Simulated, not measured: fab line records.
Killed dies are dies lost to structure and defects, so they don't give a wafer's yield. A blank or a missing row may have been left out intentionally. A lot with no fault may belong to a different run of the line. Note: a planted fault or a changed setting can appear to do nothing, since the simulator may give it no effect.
fab line records | flow n5-finfet
[record] lots = 6 | wafers = 16 | last-day = 15
route steps=1938 shown BEOL_M9@1419 PASSIVATION@1936
lots that met no fault: from a run of the same line without faults
start-h: start of the lot's first displayed wafer, in hours after the record's first day | wait-h: time in hours since the lot's previous step | " repeats the value in the row above | L1.1+2: a row that stands for several wafers | - either no value or no given start | * or withheld: withheld | < > ~ a bound
route shown NAME@n: names a module that has steps shown in the file, with the first one's number in the route | usual: average and standard deviation across the fault-free wafers | same: alike in all rows | chamber/n: place in a boat | sites: readings site by site | _std_site: the standard deviation of these | _edge_site: mean of outer sites minus mean of inner sites | radius-mm: for every site, how far away it sits from the centre of the wafer | mask NAME#n: copy n | behind: the most recent tool/chamber to have shaped the wafer | hold: reason for holding the lot/hours on hold/outcome of the hold | device: which transistor (n, p or np) failed to switch | end of line: at the end of the route, the tests of the same wafers | where a step has no rows: the recipe by itself | killed: at the first sort, the dies lost to defects and structure; wafer yield is something else | map: a wafer's dies, x killed, . not, _ none there
set.NAME: the setting the step ran with; set.NAME@STEP: the setting that earlier step ran with | model.NAME: the simulator's own value behind a step, which no gauge read
lots seen at some steps along the route; tables by step, rows by wafer
services: from which hour (start-h, from the record's first day; less than 0 if before it) a tool's chamber was out of use, for how many hours, and why
[[steps]]
[step N5_BEOL_M9_ETCH_62]
[recipe] chemistry = N2/H2 | target = SOC | target-depth-a = 1100 | overetch-a = 220 | mask-material = SiARC | temp-c = 40 | time-s = 165 | ion-energy-ev = 200 | pressure-mtorr = 30 | source-w = 840 | bias-w = 150 | n2-flow-sccm = 200 | h2-flow-sccm = 200
[usual] drypump-motor-current-A = 5.6/0.41 | oes-product-au = 0.67/0.054 | rf-vpp-V = 524.2/2.5 | showerhead-plenum-p-Torr = 2.55/0.097 | throttle-valve-pct = 17.79/0.22
lot.wafer | tool        | chamber | start-h | wait-h | drypump-motor-current-A | oes-product-au | rf-hours-counter-h | rf-vpp-V | showerhead-plenum-p-Torr | throttle-valve-pct
L653.3    | rie-diel-05 | 2       | 196.55  | 0.0    | 5.1                     | 0.71           | 72                 | 529.4    | 2.70                     | 17.73
L653.5    | "           | 3       | "       | "      | 5.2                     | 0.73           | -                  | 524.8    | 2.61                     | 17.90
L653.6    | "           | 2       | "       | "      | 5.1                     | 0.70           | -                  | 527.0    | 2.70                     | 17.72
L655.3    | rie-diel-02 | 2       | 211.38  | 0.0    | 5.9                     | 0.61           | 210                | 522.6    | 2.50                     | 17.92
L655.5    | "           | 2       | "       | "      | 5.9                     | 0.61           | -                  | 523.7    | 2.50                     | 17.95
L655.6    | "           | 3       | "       | "      | 5.5                     | 0.62           | -                  | 525.8    | 2.66                     | 18.05
L660.1    | rie-diel-05 | 0       | 241.84  | 0.0    | 6.1                     | 0.69           | 87                 | 524.7    | 2.58                     | 17.74
L660.4    | "           | 2       | "       | "      | 5.1                     | 0.69           | 84                 | 528.4    | 2.69                     | 17.75
L660.5    | "           | 0       | "       | "      | 6.1                     | 0.69           | -                  | 522.9    | 2.58                     | 17.73
L663.1    | rie-diel-02 | 2       | 263.21  | 0.0    | 5.9                     | 0.61           | 225                | 523.6    | 2.50                     | 17.96
L663.3    | "           | 1       | "       | "      | 6.0                     | 0.64           | 171                | 520.3    | 2.41                     | 17.50
L663.6    | "           | 1       | "       | "      | 6.0                     | 0.63           | -                  | 522.8    | 2.41                     | 17.49
L671.1    | rie-diel-06 | 2       | 309.28  | 0.0    | 5.4                     | 0.65           | 131                | 526.1    | 2.66                     | 17.75
L671.3    | "           | 0       | "       | "      | 5.6                     | 0.73           | 56                 | 524.1    | 2.58                     | 17.58
L671.6    | "           | 1       | "       | "      | 4.7                     | 0.77           | -                  | 523.4    | 2.48                     | 17.37
L672.4    | rie-diel-02 | 2       | 320.11  | 0.0    | 5.9                     | 0.59           | 243                | 523.7    | 2.49                     | 17.98
[step N5_BEOL_M9_STRIP_68]
[recipe] chemistry = N2/H2 | temp-c = 40 | n2-flow-sccm = 200 | h2-flow-sccm = 200 | rf-frequency-hz = 6e+07
[step N5_BEOL_M9_STRIP_67]
[recipe] chemistry = CF4 | resist = SiARC | power-w = 300 | bias-power-w = 75 | pressure-mtorr = 50 | cf4-flow-sccm = 150 | rf-frequency-hz = 6e+07
[usual] drypump-motor-current-A = 5.6/0.41 | oes-product-au = 0.79/0.063 | rf-vpp-V = 271.3/1.5 | showerhead-plenum-p-Torr = 1.79/0.054 | throttle-valve-pct = 13.48/0.12
lot.wafer | tool        | chamber | start-h | wait-h | drypump-motor-current-A | oes-product-au | rf-hours-counter-h | rf-vpp-V | showerhead-plenum-p-Torr | throttle-valve-pct
L653.3    | rie-diel-05 | 2       | 196.70  | 0.0    | 5.1                     | 0.83           | 72                 | 273.4    | 1.88                     | 13.30
L653.5    | "           | 3       | "       | "      | 5.1                     | 0.86           | -                  | 271.0    | 1.81                     | 13.33
L653.6    | "           | 2       | "       | "      | 5.1                     | 0.82           | -                  | 274.4    | 1.87                     | 13.32
L655.3    | rie-diel-02 | 2       | 211.53  | 0.0    | 5.9                     | 0.72           | 210                | 272.0    | 1.75                     | 13.63
L655.5    | "           | 2       | "       | "      | 5.9                     | 0.73           | -                  | 269.8    | 1.75                     | 13.63
L655.6    | "           | 3       | "       | "      | 5.5                     | 0.74           | -                  | 274.0    | 1.84                     | 13.56
L660.1    | rie-diel-05 | 0       | 241.98  | 0.0    | 6.0                     | 0.82           | 87                 | 272.8    | 1.80                     | 13.46
L660.4    | "           | 2       | "       | "      | 5.1                     | 0.83           | 84                 | 272.6    | 1.87                     | 13.35
L660.5    | "           | 0       | "       | "      | 6.0                     | 0.82           | -                  | 272.5    | 1.80                     | 13.44
L663.1    | rie-diel-02 | 2       | 263.35  | 0.0    | 5.9                     | 0.71           | 226                | 272.7    | 1.74                     | 13.66
L663.3    | "           | 1       | "       | "      | 6.0                     | 0.76           | 171                | 270.7    | 1.72                     | 13.43
L663.6    | "           | 1       | "       | "      | 6.0                     | 0.75           | -                  | 269.9    | 1.72                     | 13.42
L671.1    | rie-diel-06 | 2       | 309.42  | 0.0    | 5.4                     | 0.77           | 131                | 273.3    | 1.87                     | 13.54
L671.3    | "           | 0       | "       | "      | 5.7                     | 0.87           | 56                 | 272.4    | 1.83                     | 13.36
L671.6    | "           | 1       | "       | "      | 4.7                     | 0.91           | -                  | 270.0    | 1.77                     | 13.32
L672.4    | rie-diel-02 | 2       | 320.26  | 0.0    | 5.9                     | 0.70           | 243                | 272.1    | 1.74                     | 13.69
[step N5_BEOL_M9_HM_OPEN_17]
[recipe] chemistry = Cl2/BCl3 | target-depth-a = 200 | overetch-a = 60 | target = TiN | mask-material = SOC | ion-energy-ev = 150 | pressure-mtorr = 10 | icp-w = 1000 | bias-w = 126 | Cl2_flow_sccm = 53.25 | bcl3-flow-sccm = 21.75 | Ar_flow_sccm = 25
[usual] drypump-motor-current-A = 5.8/0.58 | oes-product-au = 0.65/0.068 | throttle-valve-pct = 22.30/0.1
lot.wafer | tool         | chamber | start-h | wait-h | drypump-motor-current-A | oes-product-au | rf-hours-counter-h | throttle-valve-pct
L653.3    | rie-metal-03 | 1       | 196.77  | 0.1    | 6.6                     | 0.67           | -                  | 22.34
L653.5    | "            | 0       | "       | "      | 5.3                     | 0.68           | -                  | 22.15
L653.6    | "            | 1       | "       | "      | 6.6                     | 0.67           | -                  | 22.35
L655.3    | rie-metal-01 | 1       | 211.60  | 0.1    | 5.5                     | 0.56           | -                  | 22.28
L655.5    | "            | 0       | "       | "      | 5.4                     | 0.68           | -                  | 22.31
L655.6    | "            | 1       | "       | "      | 5.5                     | 0.56           | -                  | 22.26
L660.1    | rie-metal-03 | 0       | 242.02  | 0.0    | 5.2                     | 0.68           | 34                 | 22.16
L660.4    | "            | 0       | "       | "      | 5.2                     | 0.67           | -                  | 22.16
L660.5    | "            | 1       | "       | "      | 6.6                     | 0.65           | -                  | 22.37
L663.1    | rie-metal-03 | 1       | 263.39  | 0.0    | 6.6                     | 0.67           | 46                 | 22.34
L663.3    | "            | 1       | "       | "      | 6.6                     | 0.66           | -                  | 22.35
L663.6    | "            | 1       | "       | "      | 6.6                     | 0.66           | -                  | 22.34
L671.1    | rie-metal-02 | 1       | 309.47  | 0.0    | 6.4                     | 0.72           | 15                 | 22.49
L671.3    | "            | 1       | "       | "      | 6.4                     | 0.72           | -                  | 22.52
L671.6    | "            | 1       | "       | "      | 6.4                     | 0.71           | -                  | 22.52
L672.4    | rie-metal-03 | 0       | 320.33  | 0.1    | 5.2                     | 0.66           | -                  | 22.17
[step N5_BEOL_M9_STRIP_19]
[recipe] chemistry = O2 | power-w = 400 | temp-c = 40 | pressure-mtorr = 30 | rf-frequency-hz = 6e+07 | bias-power-w = 0 | overash-fraction = 0.2 | o2-flow-sccm = 225
[usual] drypump-motor-current-A = 5.5/0.43 | oes-product-au = 0.78/0.073 | rf-vpp-V = 3.6/0.61 | showerhead-plenum-p-Torr = 2.10/0.086 | throttle-valve-pct = 16.60/0.18
lot.wafer | tool        | chamber | start-h | wait-h | drypump-motor-current-A | oes-product-au | rf-hours-counter-h | rf-vpp-V | showerhead-plenum-p-Torr | throttle-valve-pct
L653.3    | rie-diel-06 | 1       | 196.85  | 0.1    | 4.7                     | 0.68           | 237                | 3.0      | 2.07                     | 16.83
L653.5    | "           | 0       | "       | "      | 5.6                     | 0.95           | -                  | 3.4      | 2.12                     | 16.30
L653.6    | "           | 3       | "       | "      | 5.9                     | 0.79           | -                  | 3.4      | 1.93                     | 16.36
L655.3    | rie-diel-06 | 1       | 211.68  | 0.1    | 4.7                     | 0.68           | 242                | 3.6      | 2.07                     | 16.85
L655.5    | "           | 2       | "       | "      | 5.4                     | 0.82           | -                  | 3.7      | 2.23                     | 16.67
L655.6    | "           | 1       | "       | "      | 4.7                     | 0.67           | -                  | 3.7      | 2.07                     | 16.85
L660.1    | rie-diel-02 | 3       | 242.13  | 0.1    | 5.5                     | 0.74           | 167                | 3.2      | 2.17                     | 16.65
L660.4    | "           | 0       | "       | "      | 5.1                     | 0.72           | 188                | 3.0      | 2.10                     | 16.75
L660.5    | "           | 3       | "       | "      | 5.4                     | 0.73           | -                  | 4.1      | 2.17                     | 16.67
L663.1    | rie-diel-05 | 0       | 263.51  | 0.1    | 6.1                     | 0.80           | 93                 | 3.9      | 2.11                     | 16.59
L663.3    | "           | 1       | "       | "      | 5.8                     | 0.85           | 65                 | 4.6      | 2.14                     | 16.73
L663.6    | "           | 1       | "       | "      | 5.8                     | 0.84           | -                  | 3.4      | 2.14                     | 16.74
L671.1    | rie-diel-06 | 1       | 309.70  | 0.2    | 4.7                     | 0.91           | 16                 | 4.5      | 2.06                     | 16.40
L671.3    | "           | 0       | "       | "      | 5.7                     | 0.88           | 56                 | 4.1      | 2.11                     | 16.34
L671.6    | "           | 1       | "       | "      | 4.7                     | 0.93           | -                  | 5.1      | 2.06                     | 16.38
L672.4    | rie-diel-02 | 2       | 320.41  | 0.1    | 5.9                     | 0.68           | 243                | 2.3      | 2.05                     | 16.84
[step N5_BEOL_M9_CD_MEAS_18]
[recipe] pitch-nm = 140 | target-cd-nm = 70
[usual] cd-nm = 70.3/0.79
lot.wafer | tool      | chamber | start-h | wait-h | cd-nm
L653.3    | cd-sem-03 | -       | 196.92  | 0.1    | 69.5
L653.5    | "         | -       | "       | "      | 70.0
L653.6    | "         | -       | "       | "      | 69.3
L655.3    | cd-sem-02 | -       | 211.75  | 0.1    | 70.0
L655.5    | "         | -       | "       | "      | 70.4
L655.6    | "         | -       | "       | "      | 71.2
L660.1    | cd-sem-01 | -       | 242.20  | 0.0    | 70.2
L660.4    | "         | -       | "       | "      | 70.4
L660.5    | "         | -       | "       | "      | 69.3
L663.1    | cd-sem-02 | -       | 263.57  | 0.0    | 69.2
L663.3    | "         | -       | "       | "      | 70.1
L663.6    | "         | -       | "       | "      | 69.7
L671.1    | cd-sem-02 | -       | 309.77  | 0.0    | 70.0
L671.3    | "         | -       | "       | "      | 70.3
L671.6    | "         | -       | "       | "      | 70.3
L672.4    | cd-sem-02 | -       | 320.48  | 0.1    | 69.7
[step N5_BEOL_M9_COAT_63]
[recipe] resist = SOC | temp-c = 250 | time-s = 60 | spin-rpm = 1500 | resist-thk-nm = 60
[step N5_BEOL_M9_COAT_64]
[recipe] resist = SiARC | temp-c = 220 | time-s = 60 | spin-rpm = 1500 | resist-thk-nm = 12
[step N5_BEOL_M9_COAT_75]
[recipe] resist = underlayer | temp-c = 205 | time-s = 60 | spin-rpm = 1500 | resist-thk-nm = 5
[step N5_BEOL_M9_COAT_22]
[recipe] resist = CAR-EUV | spin-rpm = 1500 | resist-thk-nm = 30
[step N5_BEOL_M9_EBR_24]
[recipe] solvent = PGMEA | ebr-width-mm = 1.5
[step N5_BEOL_M9_SOFTBAKE_23]
[recipe] temp-c = 110 | time-s = 60 | resist = CAR-EUV
[step N5_BEOL_M9_EXPOSE_25]
[recipe] mask-id = V8 | na = 0.33 | source-shape = annular | sigma-inner = 0.4 | sigma-outer = 0.8 | polarization = unpolarized | dose-mj = 37.25
[usual] exposure-dose-mJ-cm2 = 37.19/0.17
lot.wafer | tool           | chamber | start-h | wait-h | mask | exposure-dose-mJ-cm2
L653.3    | euv-scanner-02 | 0       | 197.15  | -      | V8#0 | 37.18
L653.5    | "              | 0       | "       | "      | V8#0 | 37.17
L653.6    | "              | 0       | "       | "      | V8#0 | 37.14
L655.3    | euv-scanner-01 | 0       | 214.06  | -      | V8#0 | 37.20
L655.5    | "              | 0       | "       | "      | V8#0 | 37.21
L655.6    | "              | 0       | "       | "      | V8#0 | 37.18
L660.1    | euv-scanner-02 | 0       | 242.50  | -      | V8#0 | 37.14
L660.4    | "              | 0       | "       | "      | V8#0 | 37.16
L660.5    | "              | 0       | "       | "      | V8#0 | 37.06
L663.1    | euv-scanner-02 | 0       | 264.51  | -      | V8#0 | 37.15
L663.3    | "              | 0       | "       | "      | V8#0 | 37.13
L663.6    | "              | 0       | "       | "      | V8#0 | 37.14
L671.1    | euv-scanner-01 | 0       | 312.86  | -      | V8#0 | 36.41
L671.3    | "              | 0       | "       | "      | V8#0 | 36.49
L671.6    | "              | 0       | "       | "      | V8#0 | 36.39
L672.4    | euv-scanner-01 | 0       | 321.55  | -      | V8#0 | 36.50
[step N5_BEOL_M9_PEB_26]
[recipe] peb-temp-c = 100 | peb-time-s = 60 | resist = CAR-EUV
[step N5_PASSIVATION_PROBE_49]
[usual] defect-limited-yield = 91.4/1.6 | killed_at_M0_to_M3 = 31/11 | killed_at_M4_up = 14/5.7 | killed-at-contacts = 12/6 | killed-at-front-end = 41/13 | killed-at-other = 3.3/2.8 | killed-dies = 101/19 | killed-open = 67/14 | killed-short = 33/8.2 | sort_bin_4_leakage = 0.0/0.37 | sort_bin_5_function = 5.0/1.1 | sort_bin_6_memory = 3.3/0.74 | sort-n-pass = 1078/20 | sort-yield-pct = 91.3/1.7
[same] gross-dies = 1180 | killed-at-back-side = 0 | sort_bin_8_speed[%] = 0
lot.wafer | tool      | chamber | start-h | wait-h | defect-limited-yield[%] | killed_at_M0_to_M3 | killed_at_M4_up | killed-at-contacts | killed-at-front-end | killed-at-other | killed-dies | killed-open | killed-short | sort_bin_4_leakage[%] | sort_bin_5_function[%] | sort_bin_6_memory[%] | sort-n-pass | sort-yield-pct[%]
L655.3    | prober-02 | -       | 272.14  | 0.1    | 89.9                    | 40                 | 12              | 14                 | 44                  | 9               | 119         | 70          | 46           | 0                     | 5.8                    | 4.0                  | 1061        | 89.9
L655.5    | prober-02 | -       | 272.24  | 0.2    | 91.3                    | 39                 | 12              | 11                 | 38                  | 3               | 103         | 60          | 41           | 0                     | 5.3                    | 3.3                  | 1077        | 91.3
L655.6    | prober-02 | -       | 272.29  | 0.3    | 92.1                    | 28                 | 5               | 7                  | 49                  | 4               | 93          | 59          | 31           | 0                     | 5.3                    | 2.5                  | 1087        | 92.1
L663.1    | prober-01 | -       | 324.56  | 0.0    | 91.5                    | 34                 | 12              | 3                  | 48                  | 3               | 100         | 69          | 30           | 0                     | 5.1                    | 3.2                  | 1080        | 91.5
L663.3    | prober-01 | -       | 324.66  | 0.1    | 91.4                    | 27                 | 9               | 5                  | 58                  | 2               | 101         | 58          | 43           | 0                     | 5.3                    | 3.0                  | 1079        | 91.4
L663.6    | prober-01 | -       | 324.81  | 0.3    | 89.9                    | 33                 | 12              | 5                  | 67                  | 2               | 119         | 75          | 42           | 0                     | 5.7                    | 3.8                  | 1061        | 89.9
// killed by level:class
L655.3 MOL_CONTACT_COAG:geometric-particle:open=11 BEOL_M0_SAQP:geometric-particle:short=10 BEOL_M2:geometric-particle:open=10 FIN_SAQP:geometric-particle:open=9 FIN_SAQP:geometric-particle:short=9 BEOL_M1:geometric-particle:open=6 BEOL_M5:geometric-particle:open=5 GATE_CUT:geometric-particle:short=4
L655.5 BEOL_M2:geometric-particle:open=14 FIN_SAQP:geometric-particle:short=9 MOL_CONTACT_COAG:geometric-particle:open=8 FIN_SAQP:geometric-particle:open=6 BEOL_M0_SAQP:geometric-particle:short=6 BEOL_M4:geometric-particle:open=6 BEOL_M0:geometric-particle:short=5 BEOL_M2:geometric-particle:short=5
L655.6 FIN_SAQP:geometric-particle:open=13 FIN_SAQP:geometric-particle:short=10 BEOL_M2:geometric-particle:open=9 BEOL_M0:geometric-particle:open=7 GATE_CUT:geometric-particle:short=6 DUMMY_GATE:geometric-particle:open=5 MOL_CONTACT_COAG:geometric-particle:open=5 BEOL_M1:geometric-particle:open=4
L663.1 FIN_SAQP:geometric-particle:open=12 BEOL_M0_SAQP:geometric-particle:open=11 STI_FIN_REVEAL:geometric-particle:open=10 BEOL_M0_SAQP:geometric-particle:short=8 BEOL_M1:geometric-particle:open=7 FIN_SAQP:geometric-particle:short=6 BEOL_M4:geometric-particle:open=6 GATE_CUT:geometric-particle:short=4
L663.3 FIN_SAQP:geometric-particle:open=18 FIN_SAQP:geometric-particle:short=15 BEOL_M2:geometric-particle:open=9 STI_FIN_REVEAL:geometric-particle:open=8 BEOL_M0_SAQP:geometric-particle:short=8 STI_FIN_REVEAL:geometric-particle:short=5 MOL_CONTACT_COAG:geometric-particle:open=4 BEOL_M4:geometric-particle:open=4
L663.6 STI_FIN_REVEAL:geometric-particle:open=14 FIN_SAQP:geometric-particle:open=12 FIN_SAQP:geometric-particle:short=12 BEOL_M1:geometric-particle:open=6 BEOL_M2:geometric-particle:open=6 GATE_CUT:geometric-particle:short=6 MOL_CONTACT_COAG:geometric-particle:open=5 BEOL_M0_SAQP:geometric-particle:short=5
[[services]]
tool           | chamber | start-h | hours | kind
euv-scanner-01 | -       | 173.14  | 1.0   | pm
rie-metal-02   | -       | 177.63  | 0.5   | repair
euv-scanner-02 | 0       | 183.72  | -     | calibration
rie-metal-01   | -       | 195.47  | 1.3   | repair
euv-scanner-02 | -       | 202.43  | 0.7   | repair
rie-diel-05    | 2       | 208.68  | 3.8   | repair
euv-scanner-02 | -       | 210.53  | 1.0   | pm
euv-scanner-01 | 0       | 212.90  | -     | calibration
euv-scanner-01 | -       | 217.40  | 0.2   | repair
rie-diel-05    | 0       | 221.63  | 2.8   | repair
euv-scanner-01 | -       | 229.29  | 1.0   | pm
euv-scanner-01 | -       | 236.73  | 4.6   | pm
rie-diel-06    | 1       | 237.52  | -     | clean
rie-diel-06    | 1       | 237.52  | -     | consumable-replace:focus-ring
rie-diel-06    | 1       | 237.52  | 21.4  | scheduled-down
rie-diel-06    | 1       | 237.52  | 21.4  | vent-cycle
euv-scanner-02 | -       | 266.68  | 1.0   | pm
euv-scanner-02 | -       | 268.73  | 4.6   | pm
rie-diel-06    | 3       | 272.94  | 8.2   | repair
euv-scanner-01 | -       | 285.44  | 1.0   | pm
rie-diel-05    | 2       | 292.50  | 6.9   | repair
euv-scanner-02 | -       | 308.32  | -     | calibration
rie-metal-02   | -       | 318.75  | 1.4   | pm
euv-scanner-02 | -       | 321.44  | 0.2   | repair
[[key]]
[first-sign] step = N5_BEOL_M9_EXPOSE_25 | reading = exposure-dose-mJ-cm2 | direction = down | sigmas = 4.3 | usual = 37.19 | struck = 36.45
effect none on later readings
met-at N5_BEOL_M9_EXPOSE_25
struck-wafers L671.1,L671.3,L671.6,L672.4
rows-end L671.1,L671.3,L671.6,L672.4
[loop-trim] step = N5_BEOL_M9_EXPOSE_25 | setting = dose | lots = L671,L672
onset-between 214.06 312.86
[fault] kind = process-parameter-drift | tool = euv-scanner-01 | chamber = - | onset-h = 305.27 | steps = N5_BEOL_M9_EXPOSE_25 | channel = dose-mj | offset = -0.93831 | shape = step | acts-in = these-recipes-only | stated = 37.25
// rows-end: these wafers met a further fault down the route, and their rows from its step on are left out
// loop-trim: a control loop set the setting to another value than it would have without faults
